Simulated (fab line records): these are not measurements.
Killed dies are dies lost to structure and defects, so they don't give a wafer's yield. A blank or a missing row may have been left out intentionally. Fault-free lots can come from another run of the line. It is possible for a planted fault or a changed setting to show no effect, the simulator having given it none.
Chamber matching :: flow n5-finfet :: N5_MOL_CONTACT_COAG_STRIP_98 on rie-diel-04 has 4 sister chambers
The step strips in N2/H2. 14 wafers are shown with their chamber, then 7 later ones without.

== WAFERS, EACH WITH ITS CHAMBER ==
wafer: L083.3
chamber: 0
showerhead-plenum-p-Torr (Torr): 3.44
drypump-motor-current-A (A): 6.2
throttle-valve-pct (%): 18.93

wafer: L083.4
chamber: 1
showerhead-plenum-p-Torr (Torr): 3.31
drypump-motor-current-A (A): 6.2
throttle-valve-pct (%): 18.95

wafer: L083.5
chamber: 1
showerhead-plenum-p-Torr (Torr): 3.30
drypump-motor-current-A (A): 6.2
throttle-valve-pct (%): 18.96

wafer: L087.1
chamber: 3
showerhead-plenum-p-Torr (Torr): 3.44
drypump-motor-current-A (A): 5.5
throttle-valve-pct (%): 19.00

wafer: L087.4
chamber: 1
showerhead-plenum-p-Torr (Torr): 3.30
drypump-motor-current-A (A): 6.3
throttle-valve-pct (%): 18.96

wafer: L087.6
chamber: 2
showerhead-plenum-p-Torr (Torr): 3.34
drypump-motor-current-A (A): 5.6
throttle-valve-pct (%): 19.42

wafer: L088.1
chamber: 2
showerhead-plenum-p-Torr (Torr): 3.34
drypump-motor-current-A (A): 5.5
throttle-valve-pct (%): 19.43

wafer: L088.2
chamber: 1
showerhead-plenum-p-Torr (Torr): 3.30
drypump-motor-current-A (A): 6.2
throttle-valve-pct (%): 18.95

wafer: L088.4
chamber: 2
showerhead-plenum-p-Torr (Torr): 3.34
drypump-motor-current-A (A): 5.6
throttle-valve-pct (%): 19.43

wafer: L090.2
chamber: 3
showerhead-plenum-p-Torr (Torr): 3.44
drypump-motor-current-A (A): 5.5
throttle-valve-pct (%): 19.03

wafer: L090.3
chamber: 2
showerhead-plenum-p-Torr (Torr): 3.34
drypump-motor-current-A (A): 5.6
throttle-valve-pct (%): 19.42

wafer: L090.6
chamber: 3
showerhead-plenum-p-Torr (Torr): 3.44
drypump-motor-current-A (A): 5.5
throttle-valve-pct (%): 19.02

wafer: L091.1
chamber: 0
showerhead-plenum-p-Torr (Torr): 3.44
drypump-motor-current-A (A): 6.2
throttle-valve-pct (%): 18.55

wafer: L091.3
chamber: 2
showerhead-plenum-p-Torr (Torr): 3.33
drypump-motor-current-A (A): 5.6
throttle-valve-pct (%): 19.43

SIGNATURES (averages over the wafers above)
reading: showerhead-plenum-p-Torr
chamber 0: 3.4400
chamber 1: 3.3025
chamber 2: 3.3380
chamber 3: 3.4400
scatter within a chamber: 0.00394

reading: drypump-motor-current-A
chamber 0: 6.200
chamber 1: 6.225
chamber 2: 5.580
chamber 3: 5.500
scatter within a chamber: 0.0394

reading: throttle-valve-pct
chamber 0: 18.7400
chamber 1: 18.9550
chamber 2: 19.4260
chamber 3: 19.0167
scatter within a chamber: 0.0854
Rule: a wafer's distance from a chamber is the root of the sum, over the readings, of the square of ((its reading less the chamber's mean) divided by the reading's scatter). The wafer belongs to the nearest chamber; if the next one is less than 2 further off, it can't be placed. The scatter: take each reading less its chamber's mean, square it, sum over the shown wafers, divide by the number of wafers less the number of chambers, and take the root.

== WAFERS WITH NO CHAMBER GIVEN ==
wafer: L091.6
showerhead-plenum-p-Torr (Torr): 3.43
drypump-motor-current-A (A): 5.5
throttle-valve-pct (%): 19.03

wafer: L093.3
showerhead-plenum-p-Torr (Torr): 3.33
drypump-motor-current-A (A): 5.6
throttle-valve-pct (%): 19.46

wafer: L093.4
showerhead-plenum-p-Torr (Torr): 3.44
drypump-motor-current-A (A): 6.2
throttle-valve-pct (%): 18.54

wafer: L093.5
showerhead-plenum-p-Torr (Torr): 3.43
drypump-motor-current-A (A): 5.6
throttle-valve-pct (%): 19.04

wafer: L095.4
showerhead-plenum-p-Torr (Torr): 3.29
drypump-motor-current-A (A): 6.2
throttle-valve-pct (%): 18.54

wafer: L095.5
showerhead-plenum-p-Torr (Torr): 3.43
drypump-motor-current-A (A): 5.5
throttle-valve-pct (%): 19.07

wafer: L095.6
showerhead-plenum-p-Torr (Torr): 3.33
drypump-motor-current-A (A): 5.6
throttle-valve-pct (%): 19.44

== EACH ONE'S CHAMBER ==
wafer: L091.6
from the rows above: 3
in truth: 3

wafer: L093.3
from the rows above: 2
in truth: 2

wafer: L093.4
from the rows above: 0
in truth: 0

wafer: L093.5
from the rows above: 3
in truth: 3

wafer: L095.4
from the rows above: 1
in truth: 1

wafer: L095.5
from the rows above: 3
in truth: 3

wafer: L095.6
from the rows above: 2
in truth: 2
7 of 7 placed correctly. Number that these rows cannot place: 0. Wrongly placed: 0.
